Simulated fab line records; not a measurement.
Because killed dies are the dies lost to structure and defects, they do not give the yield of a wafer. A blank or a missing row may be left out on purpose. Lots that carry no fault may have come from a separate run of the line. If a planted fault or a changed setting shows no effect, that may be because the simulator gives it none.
Lot-split experiment :: flow n5_finfet :: 7 lots, 21 wafers read, on a route of 1938 steps

== THE SPLIT ==
At N5_BEOL_M0_SAQP_EXPOSE_37 (exposes mask M0 CUT1, target cd 30 nm), the setting dose_mj was moved away from the recipe's 44.75 on 5 of the 21 wafers read, by -7.3% to -2.0%. This setting was run at the recipe's value on the other wafers.

== FROM THE SPLIT TO THE READING: what the file shows between them, 2 steps ==
- N5_BEOL_M0_SAQP_PEB_38: peb time 60 s
- N5_BEOL_M0_SAQP_DEVELOP_39: develop time 30 s

== THE READING ==
cd_nm (nm) at N5_BEOL_M0_SAQP_CD_MEAS_40, where the cd target is 30 nm. On this fab line, fault-free wafers typically give 29.86 nm with a standard deviation of 0.27 nm.

wafer: L074.3
tool, chamber at the split: euv_scanner-02, 0
dose_mj as run: 44.75
against the recipe: recipe
cd_nm, nm: 29.81
against lot-mates on the recipe: -

wafer: L074.4
tool, chamber at the split: euv_scanner-02, 0
dose_mj as run: 43.85
against the recipe: -2.0%
cd_nm, nm: 29.42
against lot-mates on the recipe: -0.50

wafer: L074.6
tool, chamber at the split: euv_scanner-02, 0
dose_mj as run: 44.75
against the recipe: recipe
cd_nm, nm: 30.03
against lot-mates on the recipe: -

wafer: L077.2
tool, chamber at the split: euv_scanner-01, 0
dose_mj as run: 41.5
against the recipe: -7.3%
cd_nm, nm: 28.19
against lot-mates on the recipe: -1.57

wafer: L077.3
tool, chamber at the split: euv_scanner-01, 0
dose_mj as run: 41.5
against the recipe: -7.3%
cd_nm, nm: 28.15
against lot-mates on the recipe: -1.61

wafer: L077.4
tool, chamber at the split: euv_scanner-01, 0
dose_mj as run: 44.75
against the recipe: recipe
cd_nm, nm: 29.76
against lot-mates on the recipe: -

wafer: L076.2
tool, chamber at the split: euv_scanner-02, 0
dose_mj as run: 44.75
against the recipe: recipe
cd_nm, nm: 30.58
against lot-mates on the recipe: -

wafer: L076.3
tool, chamber at the split: euv_scanner-02, 0
dose_mj as run: 44.75
against the recipe: recipe
cd_nm, nm: 30.15
against lot-mates on the recipe: -

wafer: L076.6
tool, chamber at the split: euv_scanner-02, 0
dose_mj as run: 44.75
against the recipe: recipe
cd_nm, nm: 30.16
against lot-mates on the recipe: -

wafer: L078.1
tool, chamber at the split: euv_scanner-01, 0
dose_mj as run: 44.75
against the recipe: recipe
cd_nm, nm: 29.95
against lot-mates on the recipe: -

wafer: L078.2
tool, chamber at the split: euv_scanner-01, 0
dose_mj as run: 44.75
against the recipe: recipe
cd_nm, nm: 29.90
against lot-mates on the recipe: -

wafer: L078.5
tool, chamber at the split: euv_scanner-01, 0
dose_mj as run: 44.75
against the recipe: recipe
cd_nm, nm: 30.26
against lot-mates on the recipe: -

wafer: L079.1
tool, chamber at the split: euv_scanner-01, 0
dose_mj as run: 44.75
against the recipe: recipe
cd_nm, nm: 30.34
against lot-mates on the recipe: -

wafer: L079.3
tool, chamber at the split: euv_scanner-01, 0
dose_mj as run: 44.75
against the recipe: recipe
cd_nm, nm: 29.62
against lot-mates on the recipe: -

wafer: L079.5
tool, chamber at the split: euv_scanner-01, 0
dose_mj as run: 44.75
against the recipe: recipe
cd_nm, nm: 29.71
against lot-mates on the recipe: -

wafer: L096.1
tool, chamber at the split: euv_scanner-02, 0
dose_mj as run: 41.76
against the recipe: -6.7%
cd_nm, nm: 28.98
against lot-mates on the recipe: -1.24

wafer: L096.3
tool, chamber at the split: euv_scanner-02, 0
dose_mj as run: 41.76
against the recipe: -6.7%
cd_nm, nm: 28.59
against lot-mates on the recipe: -1.63

wafer: L096.6
tool, chamber at the split: euv_scanner-02, 0
dose_mj as run: 44.75
against the recipe: recipe
cd_nm, nm: 30.22
against lot-mates on the recipe: -

wafer: L097.1
tool, chamber at the split: euv_scanner-02, 0
dose_mj as run: 44.75
against the recipe: recipe
cd_nm, nm: 29.70
against lot-mates on the recipe: -

wafer: L097.2
tool, chamber at the split: euv_scanner-02, 0
dose_mj as run: 44.75
against the recipe: recipe
cd_nm, nm: 30.03
against lot-mates on the recipe: -

wafer: L097.6
tool, chamber at the split: euv_scanner-02, 0
dose_mj as run: 44.75
against the recipe: recipe
cd_nm, nm: 29.70
against lot-mates on the recipe: -

THE FIT
A straight line over all 21 wafers: cd_nm changes by +0.22 nm for each +1% of dose_mj; r = +0.92; the points scatter about the line by 0.28 nm.
The same after taking each lot's own level away (the mean of its wafers on the recipe; 21 wafers): +0.217 nm for each +1%; r = +0.96; scatter 0.19 nm.
That fit puts the effect of the largest move of dose_mj on the reading at 1.6 nm.
The lots' own levels span 29.760 to 30.297 nm, that is 2.0 times the standard deviation above.
The two slopes are in agreement: the lot-to-lot level therefore moves the slope only a little.
Check: for one of the wafers moved furthest among these (-7.3%), held out of the fit, the line's prediction against its lot-mates is -1.58 nm. It came out at -1.57 nm against them.

== THESE WAFERS: OTHER SPLITS ==
These wafers also went through other splits before the reading. Each is held against what the fit with the lots' levels taken away leaves over:
other split on the same wafers: N5_MOL_CONTACT_COAG_EXPOSE_05 dose_mj
wafers away from the commonest value: 6
r with cd_nm (lot level and that fit taken away): -0.09

== THE WHOLE CHAIN: every reading that the file lists as answering this split, in the file's order ==
step: N5_BEOL_M0_SAQP_CD_MEAS_40
what it does: target cd 30 nm
reading: cd_nm
change (the file's fit): +0.218 nm for each +1% of the setting
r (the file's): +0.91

step: N5_BEOL_M0_SAQP_DESCUM_45
what it does: chemistry O2, time 7 s
reading: BEOL_M0_SAQP.cd_nm (the simulator's own value, which no gauge read)
change (the file's fit): +0.217 nm for each +1% of the setting
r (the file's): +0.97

step: N5_BEOL_M0_SAQP_ETCH_88
what it does: etches underlayer in N2/H2, target depth 6.5 nm, time 5.2 s
reading: BEOL_M0_SAQP.cd_nm (the simulator's own value, which no gauge read)
change (the file's fit): +0.215 nm for each +1% of the setting
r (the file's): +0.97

step: N5_BEOL_M0_SAQP_CUT_ETCH_46
what it does: etches SOC in N2/H2, target depth 135 nm, overetch 27 nm, time 202.5 s
reading: BEOL_M0_SAQP.cd_nm (the simulator's own value, which no gauge read)
change (the file's fit): +0.24 nm for each +1% of the setting
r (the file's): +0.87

== FILE'S OWN FIT ==
cd_nm changes by +0.218 nm for each +1% of dose_mj, r = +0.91.
